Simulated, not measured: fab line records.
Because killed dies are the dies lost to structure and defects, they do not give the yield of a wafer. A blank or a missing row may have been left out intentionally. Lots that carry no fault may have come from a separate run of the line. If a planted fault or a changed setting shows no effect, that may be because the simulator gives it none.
fab line records -- flow n5_finfet
record lots=4, wafers=12, last_day=16
route steps=1938 shown ILD0@338 SDB@347 BEOL_M4@1111
lots that met no fault: from a run of the same line without faults
start_h: hours from the record's opening day to when the first of the lot's shown wafers began -- wait_h: time in hours since the lot's previous step -- " the same as in the row above -- L1.1+2: several wafers, shown together as one row -- - either no value or no given start -- * or withheld: withheld -- < > ~ a bound
route shown NAME@n: names a module that has steps shown in the file, with the first one's number in the route -- usual: mean and standard deviation over wafers with no fault -- same: alike in all rows -- chamber/n: place in a boat -- sites: the reading at each site -- _std_site: the standard deviation of these -- _edge_site: mean of outer sites minus mean of inner sites -- radius_mm: how far each site lies from the wafer's centre -- mask NAME#n: copy n -- behind: the last tool/chamber to shape the wafer -- hold: cause of the lot's hold/its duration in hours/its outcome -- device: transistor that didn't switch, given as n, p or np -- end of line: the same wafers' tests at the end of the route -- a step given without rows: its recipe and nothing more -- killed: the dies lost at the first sort to structure and to defects; this is not the yield of the wafer -- map: dies across one wafer; x = killed, . = not, _ = none there
set.NAME: the run value of the setting; set.NAME@STEP: its run value at that earlier step -- model.NAME: the simulator's own value behind a step, which no gauge read
lots at selected steps of the route; one table per step, one row per wafer
services: from which hour (start_h, from the record's first day; less than 0 if before it) a tool's chamber was out of use, for how many hours, and why
## steps
# step N5_ILD0_CMP_03
# recipe stop_on=SiNx, t_overpolish_s=1.9, post_cmp_clean=alkaline_brush, down_force_psi=4.1491, platen_rpm=51.796, pad_velocity_m_s=1.0306, target_thk_nm=197.38
# step N5_ILD0_CMP_07
# recipe stop_on=poly-Si, material=SiO2_flowable, t_overpolish_s=1.18, post_cmp_clean=alkaline_brush, down_force_psi=4.1491, platen_rpm=51.796, pad_velocity_m_s=1.0306, target_thk_nm=138.88
# step N5_ILD0_PRECLEAN_10
# recipe chemistry=NF3:NH3, afs_cycles=5, time_s=20, temp_c=30, sublimation_temp_c=180, sublimation_time_s=60, pressure_torr=3, rf_power_w=30
# step N5_ILD0_ALD_15
# recipe material=SiNx, target_thk_a=240, temp_c=400, ald_precursor_family=SiH2I2, ald_co_reactant=N2/H2-plasma, pulse_time_s=1, ald_cycles=480, purge_time_s=2, co_reactant_purge_time_s=2, pressure_torr=2
# step N5_ILD0_CMP_12
# recipe stop_on=poly-Si, material=SiNx, t_overpolish_s=6, post_cmp_clean=alkaline_brush, down_force_psi=2.5, platen_rpm=51.8, pad_velocity_m_s=1.0307, target_thk_nm=17.67
# step N5_SDB_HM_DEP_00
# recipe material=SiNx, target_thk_a=400, temp_c=400, precursor=SiH4/NH3/N2, pressure_torr=1.5, rf_w=300, time_s=35.3
# step N5_SDB_COAT_03
# recipe resist=SOC, temp_c=250, time_s=60, spin_rpm=1500, resist_thk_nm=100
# step N5_SDB_COAT_04
# recipe resist=SiARC, temp_c=220, time_s=60, spin_rpm=1500, resist_thk_nm=18
# step N5_SDB_COAT_05
# recipe resist=CAR-ArF, spin_rpm=1500, resist_thk_nm=90
# usual dispense_pressure_kPa=51.5/2.9, spin_speed_rpm=1499.7/1.1
lot.wafer,tool,chamber,start_h,wait_h,dispense_pressure_kPa,spin_speed_rpm,model.CAR-ArF_of_SDB_COAT_05.thk_nm
L193.1,litho_track-03,0,87.97,-,54.6,1502.4,90
L193.2,litho_track-03,0,87.97,-,54.7,1499.7,89.6
L193.4,litho_track-03,0,87.97,-,54.6,1500.4,90.2
L196.2,litho_track-03,0,108.07,-,54.6,1595.5,87.6
L196.4,litho_track-03,0,108.07,-,54.6,1595.8,87.8
L196.6,litho_track-03,0,108.07,-,54.6,1595.7,87.8
L198.1,litho_track-03,0,124.76,-,54.6,1596.0,87.6
L198.3,litho_track-03,0,124.76,-,54.6,1595.5,88
L198.4,litho_track-03,0,124.76,-,54.6,1596.6,87.8
L210.1,litho_track-02,0,192.48,-,48.8,1500.6,89.8
L210.2,litho_track-02,0,192.48,-,48.8,1496.9,90
L210.6,litho_track-02,0,192.48,-,48.8,1499.5,89.8
# step N5_SDB_EBR_07
# recipe solvent=PGMEA, ebr_width_mm=1.5
# step N5_SDB_SOFTBAKE_06
# recipe temp_c=110, time_s=60, resist=CAR-ArF
# step N5_SDB_EXPOSE_08
# recipe mask_id=SDB, na=1.35, source_shape=conventional, sigma_outer=0.5, polarization=unpolarized, dose_mj=49.6
# step N5_SDB_PEB_09
# recipe peb_temp_c=withheld, peb_time_s=60, resist=CAR-ArF
# step N5_SDB_DEVELOP_10
# recipe develop_time_s=30, developer=TMAH, resist=CAR-ArF, rinse_liquid=diw, dry=air_spin, dev_temp_c=23
# step N5_SDB_DESCUM_16
# recipe chemistry=O2, time_s=7.9, source_power_w=50, bias_power_w=20, pressure_mtorr=20, rf_frequency_hz=2.712e+07, temp_c=40, resist=CAR-ArF, o2_flow_sccm=225
# step N5_SDB_ETCH_17
# recipe chemistry=CF4, target=SiARC, target_depth_a=234, mask_material=CAR-ArF, time_s=39, ion_energy_ev=80, pressure_mtorr=40, source_w=545, bias_w=36, Ar_flow_sccm=100, cf4_flow_sccm=100, ends=cleared
# usual drypump_motor_current_A=5.8/0.34, etch_rf_on_time_s=39.1/0.59, oes_product_au=0.67/0.081, rf_vpp_V=183.6/0.96, showerhead_plenum_p_Torr=2.10/0.046, throttle_valve_pct=15.67/0.24
lot.wafer,tool,chamber,start_h,wait_h,drypump_motor_current_A,etch_rf_on_time_s,oes_product_au,rf_hours_counter_h,rf_vpp_V,showerhead_plenum_p_Torr,throttle_valve_pct,model.CAR-ArF_of_SDB_COAT_05.thk_nm
L193.1,rie_diel-06,1,88.72,0.0,6.0,39.5,0.65,133,184.1,2.15,15.72,66.6
L193.2,rie_diel-06,3,88.72,0.0,6.2,39.1,0.66,136,182.2,2.07,15.67,66.4
L193.4,rie_diel-06,2,88.72,0.0,5.9,39.4,0.59,237,182.4,2.11,15.57,66.8
L196.2,rie_diel-02,2,108.56,0.0,6.1,39.0,0.66,158,185.7,2.22,15.98,64.2
L196.4,rie_diel-02,3,108.56,0.0,6.1,38.8,0.63,172,182.8,2.06,16.12,64.4
L196.6,rie_diel-02,3,108.56,0.0,6.1,38.9,0.62,-,183.1,2.06,16.11,64.6
L198.1,rie_diel-02,3,125.30,0.0,6.1,38.8,0.62,180,182.2,2.06,16.12,64.4
L198.3,rie_diel-02,1,125.30,0.0,5.0,39.3,0.64,167,182.7,2.06,15.62,64.6
L198.4,rie_diel-02,2,125.30,0.0,6.2,39.3,0.65,164,184.8,2.22,15.97,64.4
L210.1,rie_diel-06,3,193.01,0.0,6.2,38.7,0.65,167,182.6,2.06,15.74,66.4
L210.2,rie_diel-06,1,193.01,0.0,6.0,39.4,0.63,175,184.1,2.13,15.82,66.6
L210.6,rie_diel-06,0,193.01,0.0,5.8,38.6,0.78,-,184.0,2.10,15.49,66.4
# step N5_SDB_ETCH_18
# recipe chemistry=N2/H2, target=SOC, target_depth_a=1000, overetch_a=200, mask_material=SiARC, temp_c=40, time_s=150, ion_energy_ev=200, pressure_mtorr=30, source_w=840, bias_w=150, n2_flow_sccm=200, h2_flow_sccm=200
# step N5_BEOL_M4_RC_MEAS_101
# usual DIBL_N=36.4/1.3, DIBL_P=36.5/1.7, IOFF_N=0.154/0.022, IOFF_P=0.202/0.025, ION_N=671/9.8, ION_P=460/6.8, SS_N=71.6/0.54, SS_P=73.4/0.58, VT_N=250.9/2.8, VT_P=-251.4/2.7
lot.wafer,tool,chamber,start_h,wait_h,DIBL_N[mV/V],DIBL_P[mV/V],IOFF_N[nA/um],IOFF_P[nA/um],ION_N[uA/um],ION_P[uA/um],SS_N[mV/dec],SS_P[mV/dec],VT_N[mV],VT_P[mV]
L193.1,prober-02,0,177.79,0.0,37.4,36.4,0.146,0.175,659,448,71.6,73.0,250.6,-255.2
L193.2,prober-02,0,177.79,0.0,38.3,38.3,0.163,0.193,662,447,71.6,73.2,253.5,-253.6
L193.4,prober-02,0,177.79,0.0,37.6,37.2,0.156,0.190,678,459,70.8,73.3,251.2,-256.1
L196.2,prober-02,0,220.21,0.2,35.4,34.7,0.159,0.178,672,452,71.6,72.9,248.4,-255.8
L196.4,prober-02,0,220.21,0.2,33.8,32.9,0.127,0.165,652,446,70.9,73.0,254.4,-255.9
L196.6,prober-02,0,220.21,0.2,37.1,37.2,0.187,0.216,674,457,72.1,73.8,248.1,-253.4
L198.1,prober-01,0,224.24,0.0,37.1,38.2,0.170,0.210,677,459,72.1,73.5,248.3,-252.3
L198.3,prober-01,0,224.24,0.0,37.0,38.3,0.168,0.211,666,455,72.5,73.1,251.1,-252.3
L198.4,prober-01,0,224.24,0.0,35.2,36.1,0.137,0.183,666,459,71.1,72.8,250.0,-251.6
L210.1,prober-02,0,287.30,0.0,36.3,38.6,0.164,0.216,668,460,72.2,73.7,250.2,-250.6
L210.2,prober-02,0,287.30,0.0,36.8,39.9,0.183,0.232,689,467,72.2,74.2,248.2,-252.3
L210.6,prober-02,0,287.30,0.0,37.6,40.3,0.190,0.243,678,461,71.9,74.7,247.6,-248.9
## services
tool,chamber,start_h,hours,kind
rie_diel-02,2,90.82,4.3,repair
rie_diel-06,0,102.20,-,clean
rie_diel-06,0,102.20,-,consumable_replace:focus_ring
rie_diel-06,0,102.20,26.8,scheduled_down
rie_diel-06,0,102.20,26.8,vent_cycle
rie_diel-06,2,129.03,-,clean
rie_diel-06,2,129.03,-,consumable_replace:focus_ring
rie_diel-06,2,129.03,18.5,scheduled_down
rie_diel-06,2,129.03,18.5,vent_cycle
litho_track-03,-,169.77,-,consumable_replace:filter
rie_diel-02,2,180.54,3.9,repair
## key
first_sign step=N5_SDB_COAT_05, reading=spin_speed_rpm, direction=up, sigmas=85, usual=*, struck=*
effect none on later readings
model_effect step=N5_SDB_COAT_05, value=CAR-ArF_of_SDB_COAT_05.thk_nm, without=90.53, struck=87.77
model_effect step=N5_SDB_ETCH_17, value=CAR-ArF_of_SDB_COAT_05.thk_nm, without=67.17, struck=64.43
met_at N5_SDB_COAT_05
struck_wafers L196.2,L196.4,L196.6,L198.1,L198.3,L198.4
onset_between 87.97 108.07
fault kind=process_parameter_drift, tool=litho_track-03, chamber=-, onset_h=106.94, steps=N5_SDB_COAT_05, channel=spin_rpm, offset=*, shape=step, acts_in=*, stated=*
